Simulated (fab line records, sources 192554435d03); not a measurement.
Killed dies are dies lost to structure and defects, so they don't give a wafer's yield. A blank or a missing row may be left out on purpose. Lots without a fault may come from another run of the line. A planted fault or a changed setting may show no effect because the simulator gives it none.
Split-lot experiment | flow n5_finfet | 7 lots, 39 wafers read, on a route of 1938 steps

THE SPLIT
At N5_BEOL_M14_SPUTTER_44 (material Ta, target thk 15 nm, time 24.19 s), the setting time_s was moved away from the recipe's 24.19 s on 18 of the 39 wafers read, by -58.3% to +50.7%. The other wafers ran this setting at the recipe's value.

FROM THE SPLIT TO THE READING: what the file shows between them, 3 steps
- N5_BEOL_M14_SPUTTER_45: material Cu, target thk 100 nm, time 16.67 s
- N5_BEOL_M14_ECD_47: material Cu, target thk 1248 nm
- N5_BEOL_M14_ANNEAL_48: time 90 s

THE READING
barrier_field_endpoint_s, in s, at N5_BEOL_M14_CMP_49 (polishes, stops on SiO2, t overpolish 5.2 s, target thk 560 nm). Fault-free wafers of this fab line usually give 11.40 s, standard deviation 0.22 s.

wafer  | tool, chamber at the split | time_s as run, s | against the recipe | barrier_field_endpoint_s, s | against lot-mates on the recipe
L074.3 | pvd_sputter-03, -          | 36.46            | +50.7%             | 14.09                       | +2.87
L074.1 | pvd_sputter-03, -          | 36.46            | +50.7%             | 14.28                       | +3.06
L074.4 | pvd_sputter-03, -          | 36.46            | +50.7%             | 14.67                       | +3.45
L074.2 | pvd_sputter-03, -          | 24.19            | recipe             | 11.29                       | -
L074.6 | pvd_sputter-03, -          | 24.19            | recipe             | 11.20                       | -
L074.5 | pvd_sputter-03, -          | 24.19            | recipe             | 11.16                       | -
L078.2 | pvd_sputter-02, -          | 10.08            | -58.3%             | 8.12                        | -3.23
L078.4 | pvd_sputter-02, -          | 10.08            | -58.3%             | 7.97                        | -3.38
L078.3 | pvd_sputter-02, -          | 24.19            | recipe             | 11.42                       | -
L078.1 | pvd_sputter-02, -          | 10.08            | -58.3%             | 8.23                        | -3.12
L078.6 | pvd_sputter-02, -          | 24.19            | recipe             | 11.38                       | -
L078.5 | pvd_sputter-02, -          | 24.19            | recipe             | 11.26                       | -
L079.1 | pvd_sputter-02, -          | 35.04            | +44.9%             | 13.94                       | +2.46
L079.2 | pvd_sputter-02, -          | 35.04            | +44.9%             | 13.96                       | +2.48
L079.3 | pvd_sputter-02, -          | 24.19            | recipe             | 11.43                       | -
L079.4 | pvd_sputter-02, -          | 24.19            | recipe             | 11.29                       | -
L079.5 | pvd_sputter-02, -          | 35.04            | +44.9%             | 14.09                       | +2.61
L079.6 | pvd_sputter-02, -          | 24.19            | recipe             | 11.71                       | -
L080.4 | pvd_sputter-02, -          | 24.19            | recipe             | 11.31                       | -
L080.1 | pvd_sputter-02, -          | 18.15            | -25.0%             | 9.90                        | -1.48
L080.2 | pvd_sputter-02, -          | 24.19            | recipe             | 11.51                       | -
L080.3 | pvd_sputter-02, -          | 18.15            | -25.0%             | 9.90                        | -1.48
L080.6 | pvd_sputter-02, -          | 24.19            | recipe             | 11.33                       | -
L080.5 | pvd_sputter-02, -          | 18.15            | -25.0%             | 9.76                        | -1.62
L083.3 | pvd_sputter-03, -          | 24.19            | recipe             | 11.51                       | -
L083.2 | pvd_sputter-03, -          | 15.23            | -37.0%             | 9.17                        | -2.30
L083.4 | pvd_sputter-03, -          | 15.23            | -37.0%             | 9.12                        | -2.35
L083.1 | pvd_sputter-03, -          | 24.19            | recipe             | 11.45                       | -
L083.6 | pvd_sputter-03, -          | 24.19            | recipe             | 11.44                       | -
L083.5 | pvd_sputter-03, -          | 15.23            | -37.0%             | 9.32                        | -2.15
L095.3 | pvd_sputter-03, -          | 24.19            | recipe             | 11.13                       | -
L095.1 | pvd_sputter-03, -          | 32.32            | +33.6%             | 13.30                       | +1.99
L095.4 | pvd_sputter-03, -          | 32.32            | +33.6%             | 13.31                       | +2.00
L095.2 | pvd_sputter-03, -          | 24.19            | recipe             | 11.32                       | -
L095.6 | pvd_sputter-03, -          | 32.32            | +33.6%             | 13.39                       | +2.08
L095.5 | pvd_sputter-03, -          | 24.19            | recipe             | 11.48                       | -
L094.2 | pvd_sputter-02, -          | 24.19            | recipe             | 11.18                       | -
L094.4 | pvd_sputter-02, -          | 24.19            | recipe             | 11.20                       | -
L094.6 | pvd_sputter-02, -          | 24.19            | recipe             | 11.20                       | -

THE FIT
A straight line over all 39 wafers: barrier_field_endpoint_s changes by +0.0579 s for each +1% of time_s; r = +1.00; the points scatter about the line by 0.14 s.
The same after taking each lot's own level away (the mean of its wafers on the recipe; 39 wafers): +0.0586 s for each +1%; r = +1.00; scatter 0.14 s.
On that fit, the largest move of time_s shifts the reading by 3.4 s.
The lots' own levels span 11.193 to 11.477 s, that is 1.3 times the standard deviation above.
So the lot-to-lot level changes the slope little: the two slopes agree.
Check: with one of the wafers moved furthest among these (-58.3%) left out of the fit, the line predicts -3.44 s for it against its lot-mates. It came out at -3.23 s against them.

OTHER SPLITS ON THESE WAFERS
These wafers also went through other splits before the reading. Each is held against what the fit with the lots' levels taken away leaves over:
other split on the same wafers    | wafers away from the commonest value | r with barrier_field_endpoint_s (lot level and that fit taken away)
N5_BEOL_M3_ILD_DEP_00 time_s      | 18                                   | +0.12
N5_BEOL_M5_DEP_56 target_thk_a    | 12                                   | +0.25
N5_BEOL_M11_TRENCH_ETCH_37 time_s | 12                                   | +0.02
N5_BEOL_M12_ETCH_68 time_s        | 12                                   | -0.23

THE WHOLE CHAIN: every reading that the file lists as answering this split, in the file's order
step                   | what it does                                                   | reading                                                                           | change (the file's fit)               | r (the file's)
N5_BEOL_M14_SPUTTER_44 | material Ta, target thk 15 nm, time 24.19 s                    | Ta_of_BEOL_M14_SPUTTER_44.thk_nm (the simulator's own value, which no gauge read) | +0.153 nm for each +1% of the setting | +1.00
N5_BEOL_M14_CMP_49     | polishes, stops on SiO2, t overpolish 5.2 s, target thk 560 nm | barrier_field_endpoint_s                                                          | +0.0586 s for each +1% of the setting | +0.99

THE FILE'S OWN FIT
barrier_field_endpoint_s changes by +0.0586 s for each +1% of time_s, r = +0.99.
